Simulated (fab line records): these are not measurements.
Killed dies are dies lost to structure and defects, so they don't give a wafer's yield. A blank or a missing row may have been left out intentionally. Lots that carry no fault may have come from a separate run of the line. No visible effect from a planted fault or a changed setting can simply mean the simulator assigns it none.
fab line records | flow n5Finfet
record lots=9 | wafers=27 | lastDay=18
route steps=1938 shown DUMMY_GATE@247 SD_EPI_N@277 BEOL_M4@1111
lots with no fault: from the same line, run without faults
startH: the number of hours between the record's first day and the start of the first shown wafer of the lot | waitH: how many hours have passed since the lot's step before this one | " repeats the value in the row above | L1.1+2: one row covering several wafers at once | - either no value or no given start | * or withheld: withheld | < > ~ a bound
route shown NAME@n: a module of which the file shows steps, and the number in the route of the first | usual: mean and standard deviation over wafers with no fault | same: alike in all rows | chamber/n: place in a boat | sites: per-site readings | _std_site: standard deviation of those values | _edge_site: inner sites' mean taken away from outer sites' mean | radiusMm: how far each site lies from the wafer's centre | mask NAME#n: copy n | behind: the last tool/chamber to shape the wafer | hold: reason for holding the lot/hours on hold/outcome of the hold | device: names the non-switching transistor (n, p or np) | end of line: at the end of the route, the tests of the same wafers | a step without rows: its recipe alone | killed: the dies lost at the first sort to structure and to defects; this is not the yield of the wafer | map: shows each die of a wafer: x if killed, . if not, _ if none is there
set.NAME: the setting as run; set.NAME@STEP: as run at that earlier step | model.NAME: the simulator's own value behind a step, which no gauge read
one table for each step of the route and one row for each wafer, over a sample of lots
services: a tool's chamber out of use, with start hour (startH, from the record's first day; less than 0 if before it), hours out, and reason
## steps
# step N5_DUMMY_GATE_ETCH_23
# recipe chemistry=HBr/Cl2/O2 | HBr_flow_sccm=150 | Cl2_flow_sccm=80 | O2_flow_sccm=12 | biasW=102 | targetDepthA=410 | timeS=22.3 | target=poly-Si | maskMaterial=SiO2 | pressureMtorr=10 | icpW=800
# usual drypumpMotorCurrentA=5.6/0.31 | oesProductAu=0.996/0.023 | throttleValvePct=37.1/0.64
lot.wafer | tool     | chamber | startH | waitH | drypumpMotorCurrentA | oesProductAu | rfHoursCounterH | throttleValvePct
L187.1    | rieSi-04 | 2       | 56.59  | 0.0   | 5.0                  | 0.998        | 25              | 37.7
L187.4    | "        | 3       | "      | "     | 5.4                  | 0.984        | 4               | 36.3
L187.6    | "        | 3       | "      | "     | 5.4                  | 0.983        | -               | 36.3
L188.4    | rieSi-04 | 0       | 58.30  | 0.0   | 5.8                  | 1.011        | 75              | 36.2
L188.5    | "        | 1       | "      | "     | 5.8                  | 0.947        | -               | 36.9
L188.6    | "        | 0       | "      | "     | 5.8                  | 1.006        | -               | 36.2
L190.1    | rieSi-06 | 2       | 72.40  | 0.0   | 5.6                  | 0.978        | 2               | 37.1
L190.2    | "        | 0       | "      | "     | 5.8                  | 1.018        | 39              | 36.9
L190.3    | "        | 1       | "      | "     | 6.0                  | 0.993        | 68              | 37.4
L193.1    | rieSi-05 | 2       | 94.37  | 0.0   | 5.8                  | 0.999        | 107             | 38.3
L193.2    | "        | 3       | "      | "     | 5.1                  | 1.016        | 7               | 36.9
L193.6    | "        | 1       | "      | "     | 5.7                  | 1.024        | -               | 37.7
L195.3    | rieSi-04 | 0       | 102.31 | 0.0   | 5.7                  | 1.017        | 76              | 36.2
L195.5    | "        | 3       | "      | "     | 5.4                  | 0.988        | -               | 36.3
L195.6    | "        | 0       | "      | "     | 5.8                  | 1.025        | -               | 36.2
L198.3    | rieSi-06 | 1       | 119.23 | 0.0   | 6.1                  | 1.000        | 69              | 37.4
L198.4    | "        | 2       | "      | "     | 5.6                  | 0.991        | 3               | 37.1
L198.6    | "        | 2       | "      | "     | 5.6                  | 0.989        | -               | 37.1
L200.2    | rieSi-06 | 1       | 131.24 | 0.0   | 6.0                  | 0.995        | 69              | 37.4
L200.4    | "        | 0       | "      | "     | 5.8                  | 1.012        | 40              | 36.9
L200.6    | "        | 0       | "      | "     | 5.8                  | 1.015        | -               | 36.9
L204.2    | rieSi-04 | 0       | 155.77 | 0.0   | 5.8                  | 1.017        | 77              | 36.2
L204.3    | "        | 2       | "      | "     | 5.0                  | 0.996        | 27              | 37.7
L204.5    | "        | 0       | "      | "     | 5.8                  | 1.012        | -               | 36.2
L208.3    | rieSi-06 | 3       | 179.67 | 0.0   | 5.8                  | 1.005        | 87              | 37.4
L208.5    | "        | 2       | "      | "     | 5.6                  | 0.974        | -               | 37.1
L208.6    | "        | 1       | "      | "     | 6.1                  | 1.002        | -               | 37.4
# step N5_SD_EPI_N_ETCHBACK_44
# recipe chemistry=CH3F/O2 | mode=anisotropicEtchback | target=SiNx | targetDepthA=145 | stopOn=SiO2 | overEtchFrac=0.3 | ionEnergyEv=120 | pressureMtorr=30 | sourceW=395 | biasW=73 | Ar_flow_sccm=150 | CH3F_flow_sccm=30 | O2_flow_sccm=20
# usual drypumpMotorCurrentA=5.7/0.4 | oes_f_703_au=0.80/0.096 | oesProductAu=0.68/0.07 | rfVppV=294/8.5 | showerheadPlenumPTorr=2.00/0.062 | throttleValvePct=16.28/0.22
lot.wafer | tool       | chamber | startH | waitH | drypumpMotorCurrentA | oes_f_703_au | oesProductAu | rfHoursCounterH | rfVppV | showerheadPlenumPTorr | throttleValvePct
L187.1    | rieDiel-04 | 2       | 59.49  | 0.0   | 6.0                  | 0.76         | 0.64         | 149             | 293    | 1.99                  | 16.02
L187.4    | "          | 3       | "      | "     | 5.2                  | 0.86         | 0.75         | 52              | 287    | 1.96                  | 16.35
L187.6    | "          | 1       | "      | "     | 5.8                  | 0.67         | 0.60         | -               | 311    | 2.08                  | 16.61
L188.4    | rieDiel-04 | 3       | 60.28  | 0.0   | 5.1                  | 0.86         | 0.74         | 53              | 287    | 1.96                  | 16.38
L188.5    | "          | 3       | "      | "     | 5.2                  | 0.87         | 0.74         | -               | 286    | 1.96                  | 16.36
L188.6    | "          | 0       | "      | "     | 6.0                  | 0.85         | 0.71         | -               | 291    | 1.95                  | 16.09
L190.1    | rieDiel-01 | 3       | 74.96  | 0.0   | 6.1                  | 0.72         | 0.62         | 214             | 301    | 1.95                  | 16.33
L190.2    | "          | 0       | "      | "     | 5.2                  | 0.87         | 0.76         | 35              | 305    | 2.11                  | 16.13
L190.3    | "          | 1       | "      | "     | 5.3                  | 0.73         | 0.61         | 216             | 302    | 1.97                  | 16.65
L193.1    | rieDiel-04 | 3       | 97.71  | 0.0   | 5.1                  | 0.84         | 0.73         | 65              | 287    | 1.95                  | 16.38
L193.2    | "          | 1       | "      | "     | 5.9                  | 0.66         | 0.59         | 213             | 312    | 2.07                  | 16.64
L193.6    | "          | 3       | "      | "     | 5.1                  | 0.84         | 0.73         | -               | 286    | 1.95                  | 16.40
L195.3    | rieDiel-04 | 1       | 104.63 | 0.0   | 5.9                  | 0.66         | 0.59         | 216             | 312    | 2.07                  | 16.63
L195.5    | "          | 1       | "      | "     | 5.8                  | 0.66         | 0.59         | -               | 312    | 2.07                  | 16.64
L195.6    | "          | 0       | "      | "     | 5.9                  | 0.83         | 0.69         | -               | 288    | 1.95                  | 16.12
L198.3    | rieDiel-06 | 0       | 121.06 | 0.0   | 5.2                  | 0.74         | 0.63         | 182             | 289    | 2.08                  | 16.17
L198.4    | "          | 2       | "      | "     | 5.8                  | 0.94         | 0.75         | 43              | 297    | 2.03                  | 16.14
L198.6    | "          | 1       | "      | "     | 6.4                  | 1.04         | 0.82         | -               | 286    | 2.12                  | 16.07
L200.2    | rieDiel-04 | 2       | 133.36 | 0.0   | 6.0                  | 0.74         | 0.63         | 170             | 292    | 1.98                  | 16.05
L200.4    | "          | 3       | "      | "     | 5.2                  | 0.83         | 0.72         | 75              | 288    | 1.95                  | 16.41
L200.6    | "          | 2       | "      | "     | 6.0                  | 0.74         | 0.63         | -               | 290    | 1.98                  | 16.04
L204.2    | rieDiel-06 | 1       | 158.34 | 0.0   | 6.4                  | 1.00         | 0.79         | 17              | 287    | 2.11                  | 16.07
L204.3    | "          | 0       | "      | "     | 5.2                  | 0.73         | 0.61         | 197             | 289    | 2.08                  | 16.20
L204.5    | "          | 2       | "      | "     | 5.8                  | 0.91         | 0.73         | -               | 297    | 2.03                  | 16.18
L208.3    | rieDiel-04 | 3       | 182.18 | 0.0   | 5.2                  | 0.81         | 0.71         | 92              | 288    | 1.94                  | 16.42
L208.5    | "          | 3       | "      | "     | 5.2                  | 0.82         | 0.71         | -               | 286    | 1.94                  | 16.44
L208.6    | "          | 2       | "      | "     | 6.0                  | 0.73         | 0.61         | -               | 292    | 1.98                  | 16.09
# step N5_SD_EPI_N_ETCH_45
# recipe chemistry=CH3F/O2 | target=SiOCN | targetDepthA=60 | maskMaterial=SOC | ionEnergyEv=60 | biasW=29 | pressureMtorr=15 | sourceW=410 | Ar_flow_sccm=150 | CH3F_flow_sccm=30 | O2_flow_sccm=20
# usual drypumpMotorCurrentA=5.7/0.4 | oesProductAu=0.80/0.085 | rfVppV=127.4/1.1 | showerheadPlenumPTorr=1.99/0.062 | throttleValvePct=23.24/0.24
lot.wafer | tool       | chamber | startH | waitH | drypumpMotorCurrentA | oesProductAu | rfHoursCounterH | rfVppV | showerheadPlenumPTorr | throttleValvePct
L187.1    | rieDiel-04 | 2       | 59.59  | 0.1   | 6.0                  | 0.74         | 149             | 127.9  | 1.98                  | 22.85
L187.4    | "          | 3       | "      | "     | 5.1                  | 0.88         | 52              | 127.5  | 1.95                  | 23.43
L187.6    | "          | 1       | "      | "     | 5.8                  | 0.72         | -               | 127.4  | 2.07                  | 23.58
L188.4    | rieDiel-04 | 3       | 60.38  | 0.1   | 5.2                  | 0.87         | 53              | 127.3  | 1.95                  | 23.43
L188.5    | "          | 3       | "      | "     | 5.2                  | 0.87         | -               | 128.6  | 1.95                  | 23.44
L188.6    | "          | 0       | "      | "     | 6.0                  | 0.83         | -               | 127.4  | 1.95                  | 23.17
L190.1    | rieDiel-01 | 3       | 75.06  | 0.1   | 6.1                  | 0.72         | 214             | 126.4  | 1.95                  | 23.32
L190.2    | "          | 0       | "      | "     | 5.2                  | 0.88         | 35              | 128.5  | 2.10                  | 23.16
L190.3    | "          | 1       | "      | "     | 5.3                  | 0.73         | 216             | 128.3  | 1.97                  | 23.53
L193.1    | rieDiel-04 | 3       | 97.81  | 0.1   | 5.1                  | 0.86         | 65              | 126.5  | 1.95                  | 23.47
L193.2    | "          | 1       | "      | "     | 5.9                  | 0.70         | 213             | 127.7  | 2.07                  | 23.61
L193.6    | "          | 3       | "      | "     | 5.1                  | 0.86         | -               | 128.2  | 1.95                  | 23.45
L195.3    | rieDiel-04 | 1       | 104.73 | 0.1   | 5.8                  | 0.70         | 216             | 127.1  | 2.06                  | 23.62
L195.5    | "          | 1       | "      | "     | 5.8                  | 0.69         | -               | 128.7  | 2.07                  | 23.61
L195.6    | "          | 0       | "      | "     | 5.9                  | 0.81         | -               | 127.9  | 1.94                  | 23.20
L198.3    | rieDiel-06 | 0       | 121.16 | 0.1   | 5.2                  | 0.74         | 182             | 128.6  | 2.08                  | 23.05
L198.4    | "          | 2       | "      | "     | 5.8                  | 0.91         | 43              | 125.3  | 2.03                  | 23.08
L198.6    | "          | 1       | "      | "     | 6.3                  | 0.97         | -               | 129.2  | 2.11                  | 23.00
L200.2    | rieDiel-04 | 2       | 133.46 | 0.1   | 6.0                  | 0.72         | 170             | 126.9  | 1.98                  | 22.90
L200.4    | "          | 3       | "      | "     | 5.1                  | 0.84         | 75              | 127.0  | 1.94                  | 23.47
L200.6    | "          | 2       | "      | "     | 6.0                  | 0.72         | -               | 128.2  | 1.98                  | 22.88
L204.2    | rieDiel-06 | 1       | 158.44 | 0.1   | 6.3                  | 0.91         | 17              | 128.6  | 2.11                  | 23.04
L204.3    | "          | 0       | "      | "     | 5.2                  | 0.71         | 197             | 127.3  | 2.07                  | 23.07
L204.5    | "          | 2       | "      | "     | 5.8                  | 0.88         | -               | 126.0  | 2.02                  | 23.10
L208.3    | rieDiel-04 | 3       | 182.28 | 0.1   | 5.1                  | 0.82         | 92              | 128.1  | 1.94                  | 23.47
L208.5    | "          | 3       | "      | "     | 5.2                  | 0.82         | -               | 127.1  | 1.94                  | 23.49
L208.6    | "          | 2       | "      | "     | 6.0                  | 0.70         | -               | 125.2  | 1.97                  | 22.91
# step N5_SD_EPI_N_EPI_21
# recipe material=Si:P | dopant=P | tempC=680 | pressureTorr=255 | timeS=690
# usual lampInnerPct=18.2/2.7 | susceptorTempC=679.96/0.3
lot.wafer | tool        | chamber | startH | waitH | lampInnerPct | susceptorTempC
L187.1    | epiRpcvd-02 | 0       | 60.75  | 0.1   | 20.1         | 679.69
L187.4    | "           | 0       | "      | "     | 19.8         | 679.63
L187.6    | "           | 0       | "      | "     | 19.7         | 679.48
L188.4    | epiRpcvd-03 | 0       | 62.38  | 0.9   | 21.0         | 679.52
L188.5    | "           | 0       | "      | "     | 21.0         | 679.96
L188.6    | "           | 0       | "      | "     | 20.9         | 679.88
L190.1    | epiRpcvd-01 | 0       | 76.40  | 0.2   | 15.1         | 680.10
L190.2    | "           | 0       | "      | "     | 15.0         | 680.40
L190.3    | "           | 0       | "      | "     | 14.9         | 679.64
L193.1    | epiRpcvd-01 | 0       | 98.96  | 0.1   | 15.1         | 679.97
L193.2    | "           | 0       | "      | "     | 14.9         | 680.54
L193.6    | "           | 0       | 100.36 | 1.4   | 15.0         | 679.60
L195.3    | epiRpcvd-02 | 0       | 106.45 | 0.7   | 20.3         | 680.00
L195.5    | "           | 0       | "      | "     | 20.1         | 679.82
L195.6    | "           | 0       | "      | "     | 19.9         | 679.87
L198.3    | epiRpcvd-01 | 0       | 122.90 | 0.7   | 15.0         | 679.77
L198.4    | "           | 0       | "      | "     | 15.1         | 680.38
L198.6    | "           | 0       | "      | "     | 15.0         | 679.73
L200.2    | epiRpcvd-02 | 0       | 134.91 | 0.4   | 20.2         | 679.97
L200.4    | "           | 0       | "      | "     | 19.9         | 679.81
L200.6    | "           | 0       | "      | "     | 20.0         | 680.27
L204.2    | epiRpcvd-01 | 0       | 159.87 | 0.4   | 15.0         | 680.45
L204.3    | "           | 0       | "      | "     | 14.8         | 680.03
L204.5    | "           | 0       | "      | "     | 14.9         | 680.09
L208.3    | epiRpcvd-01 | 0       | 184.36 | 0.9   | 15.1         | 680.01
L208.5    | "           | 0       | "      | "     | 15.1         | 680.26
L208.6    | "           | 0       | "      | "     | 15.1         | 680.13
# step N5_SD_EPI_N_EPI_MEAS_23
# recipe mode=xrd
# usual thkNm=58.9/1.2
lot.wafer | tool         | chamber | startH | waitH | thkNm
L187.1    | filmMetro-01 | -       | 62.47  | 1.4   | 60.5
L187.4    | "            | -       | "      | "     | 59.7
L187.6    | "            | -       | "      | "     | 60.6
L188.4    | filmMetro-02 | -       | 63.26  | 0.6   | 58.3
L188.5    | "            | -       | "      | "     | 56.4
L188.6    | "            | -       | "      | "     | 58.6
L190.1    | filmMetro-02 | -       | 78.67  | 1.9   | 58.1
L190.2    | "            | -       | "      | "     | 59.9
L190.3    | "            | -       | "      | "     | 58.4
L193.1    | filmMetro-02 | -       | 100.68 | 1.4   | 59.0
L193.2    | "            | -       | "      | "     | 60.8
L193.6    | "            | -       | "      | "     | 58.8
L195.3    | filmMetro-01 | -       | 107.63 | 0.9   | 60.3
L195.5    | "            | -       | "      | "     | 58.9
L195.6    | "            | -       | "      | "     | 63.6
L198.3    | filmMetro-01 | -       | 124.06 | 0.9   | 58.8
L198.4    | "            | -       | "      | "     | 57.1
L198.6    | "            | -       | "      | "     | 60.0
L200.2    | filmMetro-02 | -       | 136.35 | 1.2   | 58.5
L200.4    | "            | -       | "      | "     | 58.6
L200.6    | "            | -       | "      | "     | 58.9
L204.2    | filmMetro-01 | -       | 161.31 | 1.2   | 51.7
L204.3    | "            | -       | "      | "     | 51.7
L204.5    | "            | -       | "      | "     | 51.6
L208.3    | filmMetro-01 | -       | 185.91 | 1.2   | 50.8
L208.5    | "            | -       | "      | "     | 52.3
L208.6    | "            | -       | "      | "     | 53.5
# step N5_BEOL_M4_RC_MEAS_101
# usual DIBL_N=36.4/2.7 | DIBL_P=36/3.2 | IOFF_N=0.16/0.046 | IOFF_P=0.21/0.055 | ION_N=677/15 | ION_P=464/11 | SS_N=71.5/0.79 | SS_P=73.3/0.93 | VT_N=250/4.1 | VT_P=-251/4.4
lot.wafer | tool      | chamber | startH | waitH | DIBL_N[mV/V] | DIBL_P[mV/V] | IOFF_N[nA/um] | IOFF_P[nA/um] | ION_N[uA/um] | ION_P[uA/um] | SS_N[mV/dec] | SS_P[mV/dec] | VT_N[mV] | VT_P[mV]
L187.1    | prober-02 | 0       | 166.53 | 0.0   | 37.0         | 35           | 0.16          | 0.21          | 680          | 467          | 71.0         | 73.8         | 249      | -249
L187.4    | "         | 0       | "      | "     | 43.5         | 44           | 0.32          | 0.42          | 733          | 500          | 72.7         | 76.2         | 242      | -240
L187.6    | "         | 0       | "      | "     | 39.5         | 38           | 0.22          | 0.29          | 692          | 479          | 71.5         | 73.5         | 244      | -245
L188.4    | prober-02 | 0       | 201.23 | 0.5   | 36.1         | 36           | 0.15          | 0.20          | 674          | 469          | 70.7         | 72.6         | 250      | -248
L188.5    | "         | 0       | "      | "     | 37.3         | 37           | 0.18          | 0.23          | 681          | 471          | 71.8         | 74.1         | 247      | -250
L188.6    | "         | 0       | "      | "     | 37.3         | 38           | 0.18          | 0.24          | 689          | 474          | 71.7         | 73.8         | 246      | -248
L190.1    | prober-02 | 0       | 206.75 | 0.0   | 31.4         | 29           | 0.09          | 0.13          | 648          | 452          | 69.9         | 71.0         | 256      | -257
L190.2    | "         | 0       | "      | "     | 36.5         | 36           | 0.17          | 0.21          | 691          | 470          | 71.7         | 72.6         | 246      | -249
L190.3    | "         | 0       | "      | "     | 35.3         | 34           | 0.14          | 0.18          | 677          | 463          | 71.3         | 72.5         | 252      | -253
L193.1    | prober-01 | 0       | 232.56 | 0.0   | 32.3         | 32           | 0.10          | 0.15          | 669          | 465          | 70.9         | 71.4         | 255      | -253
L193.2    | "         | 0       | "      | "     | 36.5         | 38           | 0.17          | 0.23          | 687          | 472          | 71.7         | 72.6         | 248      | -250
L193.6    | "         | 0       | "      | "     | 33.2         | 33           | 0.11          | 0.16          | 665          | 458          | 70.6         | 71.4         | 251      | -252
L195.3    | prober-01 | 0       | 235.90 | 0.3   | 37.4         | 37           | 0.14          | 0.21          | 667          | 468          | 71.6         | 73.1         | 254      | -250
L195.5    | "         | 0       | "      | "     | 38.3         | 37           | 0.16          | 0.23          | 686          | 472          | 71.9         | 73.2         | 251      | -249
L195.6    | "         | 0       | "      | "     | 39.2         | 40           | 0.18          | 0.28          | 690          | 473          | 71.7         | 74.1         | 247      | -247
L198.3    | prober-02 | 0       | 249.67 | 0.3   | 35.0         | 36           | 0.17          | 0.21          | 704          | 478          | 71.3         | 73.8         | 246      | -248
L198.4    | "         | 0       | "      | "     | 33.4         | 34           | 0.15          | 0.20          | 691          | 471          | 70.3         | 72.8         | 246      | -248
L198.6    | "         | 0       | "      | "     | 32.7         | 33           | 0.13          | 0.17          | 668          | 460          | 70.5         | 72.9         | 249      | -253
L200.2    | prober-02 | 0       | 257.55 | 0.2   | 33.3         | 34           | 0.12          | 0.18          | 656          | 454          | 71.3         | 73.1         | 254      | -254
L200.4    | "         | 0       | "      | "     | 38.7         | 39           | 0.24          | 0.25          | 684          | 456          | 72.1         | 75.0         | 244      | -251
L200.6    | "         | 0       | "      | "     | 36.7         | 35           | 0.18          | 0.19          | 653          | 445          | 72.6         | 73.5         | 252      | -254
L204.2    | prober-02 | 0       | 286.74 | 0.2   | 34.7         | 35           | 0.13          | 0.14          | 667          | 445          | 71.0         | 72.4         | 255      | -255
L204.3    | "         | 0       | "      | "     | 37.8         | 41           | 0.18          | 0.22          | 671          | 450          | 72.3         | 73.9         | 251      | -253
L204.5    | "         | 0       | "      | "     | 34.3         | 36           | 0.12          | 0.16          | 658          | 445          | 71.2         | 72.7         | 254      | -258
L208.3    | prober-02 | 0       | 319.36 | 0.3   | 40.0         | 38           | 0.21          | 0.22          | 677          | 457          | 72.4         | 73.5         | 249      | -253
L208.5    | "         | 0       | "      | "     | 36.7         | 34           | 0.14          | 0.16          | 659          | 448          | 71.2         | 72.5         | 253      | -257
L208.6    | "         | 0       | "      | "     | 41.0         | 40           | 0.23          | 0.25          | 689          | 467          | 72.3         | 74.2         | 247      | -252
## services
tool        | chamber | startH | hours | kind
rieSi-04    | -       | 33.20  | 0.2   | repair
epiRpcvd-02 | -       | 37.86  | 2.8   | pm
rieDiel-06  | 3       | 39.13  | -     | clean
rieDiel-06  | 3       | 39.13  | -     | consumableReplace:focusRing
rieDiel-06  | 3       | 39.13  | 13.7  | scheduledDown
rieDiel-06  | 3       | 39.13  | 13.7  | ventCycle
rieSi-05    | 1       | 49.77  | 1.1   | repair
rieDiel-04  | 1       | 51.36  | 4.4   | repair
epiRpcvd-02 | -       | 70.57  | 0.9   | repair
rieSi-06    | -       | 81.02  | 2.8   | pm
rieSi-05    | -       | 82.59  | 10.0  | pm
rieDiel-06  | 1       | 88.25  | -     | clean
rieDiel-06  | 1       | 88.25  | -     | consumableReplace:focusRing
rieDiel-06  | 1       | 88.25  | -     | consumableReplace:showerhead
rieDiel-06  | 1       | 88.25  | 19.6  | scheduledDown
rieDiel-06  | 1       | 88.25  | 19.6  | ventCycle
rieDiel-04  | 3       | 122.87 | 3.9   | repair
rieDiel-04  | -       | 126.60 | 2.8   | pm
epiRpcvd-01 | -       | 129.81 | 1.1   | repair
rieDiel-01  | -       | 144.78 | 4.3   | pm
rieSi-05    | 3       | 170.39 | 8.0   | repair
rieDiel-06  | 3       | 173.08 | 5.7   | repair
## key
firstSign step=N5_SD_EPI_N_EPI_MEAS_23 | reading=thkNm | direction=down | sigmas=5.6 | usual=* | struck=*
effect none on later readings
metAt N5_SD_EPI_N_EPI_21
struckLots L204,L208
notActingAt N5_DUMMY_GATE_ETCH_23,N5_SD_EPI_N_ETCHBACK_44,N5_SD_EPI_N_ETCH_45
onsetBetween 122.90 159.87
alsoFits time
fault kind=siteProfileDrift | tool=epiRpcvd-01 | chamber=- | onsetH=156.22 | steps=N5_SD_EPI_N_EPI_21 | basis=fraction | maxAbsDrift=0.25882 | slopeSharePerHr=57.516 | sitePattern=0,0,0,0,0,-1,-1,-1,-1
